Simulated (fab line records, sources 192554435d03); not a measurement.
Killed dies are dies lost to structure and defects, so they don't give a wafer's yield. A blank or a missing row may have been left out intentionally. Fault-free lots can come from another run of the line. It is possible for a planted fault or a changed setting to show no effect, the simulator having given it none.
The same fault as seen by 3 desks + flow n5-finfet + each desk holds nothing but its own numbers, with what lay behind them at the end

## TOOL OWNER'S DESK, rie-diel-04
The tool's own readings at N5_FIN_CUT_CUT_ETCH_26 (etches SiNx in CH3F/O2, target depth 39 nm, time 55.7 s): means of the sampled wafers that have a number, for each lot that ran on this tool. Marked OUT: a lot whose mean sits more than 4 standard deviations from the usual mean, which makes it out of limits; the brackets give that distance.
Columns: A = drypump-motor-current-A at N5_FIN_CUT_CUT_ETCH_26, usual 5.6 A; B = oes-product-au at N5_FIN_CUT_CUT_ETCH_26, usual 0.76 a.u.; C = rf-vpp-V at N5_FIN_CUT_CUT_ETCH_26, usual 298 V; D = run-length-s at N5_FIN_CUT_CUT_ETCH_26, usual 79.2 s; E = showerhead-plenum-p-Torr at N5_FIN_CUT_CUT_ETCH_26, usual 2.00 Torr; F = throttle-valve-pct at N5_FIN_CUT_CUT_ETCH_26, usual 16.42 %
| lot  | first seen here | A   | B    | C   | D    | E    | F     |
|------|-----------------|-----|------|-----|------|------|-------|
| L232 | day 4 18:39     | 5.2 | 0.78 | 308 | 79.3 | 1.94 | 16.08 |
| L234 | day 5 05:17     | 5.5 | 0.78 | 305 | 80.4 | 1.96 | 16.26 |
| L235 | day 5 14:21     | 4.9 | 0.88 | 290 | 81.1 | 2.04 | 16.15 |
Finding of this desk: none of the 3 lots has anything out of limits.

## THE DEFECT DESK
Counts from the inspections along the route, per lot, as means over the sampled wafers that have a number. Marked OUT: a lot whose mean sits more than 4 standard deviations from the usual mean, which makes it out of limits; the brackets give that distance.
Columns: A = raw-defect-count at N5_FIN_CUT_INSPECT_10, usual 46
| lot  | first seen here | A  |
|------|-----------------|----|
| L231 | day 4 08:18     | 44 |
| L232 | day 4 18:01     | 35 |
| L234 | day 5 04:49     | 48 |
| L235 | day 5 13:53     | 41 |
| L242 | day 7 04:56     | 60 |
| L243 | day 7 11:05     | 41 |
Finding of this desk: none of the 6 lots has anything out of limits.

## METROLOGY DESK
What the gauges read, lot by lot, whatever tool the lot ran on: means of the sampled wafers that have a number. Marked OUT: a lot whose mean sits more than 4 standard deviations from the usual mean, which makes it out of limits; the brackets give that distance.
Columns: A = cd-nm at N5_FIN_CUT_CD_MEAS_08, usual 29.1 nm; B = FIN_CUT_OVL at N5_FIN_CUT_OVL_MEAS_09, usual 0.0 nm
| lot  | first seen here | A    | B    |
|------|-----------------|------|------|
| L231 | day 4 08:13     | 28.9 | -0.5 |
| L232 | day 4 17:56     | 29.0 | -0.5 |
| L234 | day 5 04:44     | 28.9 | 0.2  |
| L235 | day 5 13:47     | 29.2 | -0.6 |
| L242 | day 7 04:50     | 29.3 | 0.4  |
| L243 | day 7 11:00     | 28.8 | 0.4  |
Finding of this desk: none of the 6 lots has anything out of limits.

## BROUGHT TOGETHER
The tool owner's desk saw nothing out of limits.
No out-of-limits result turned up at the defect desk.
At the metrology desk, nothing out of limits was observed.

## WHAT THE SIMULATOR PUT IN
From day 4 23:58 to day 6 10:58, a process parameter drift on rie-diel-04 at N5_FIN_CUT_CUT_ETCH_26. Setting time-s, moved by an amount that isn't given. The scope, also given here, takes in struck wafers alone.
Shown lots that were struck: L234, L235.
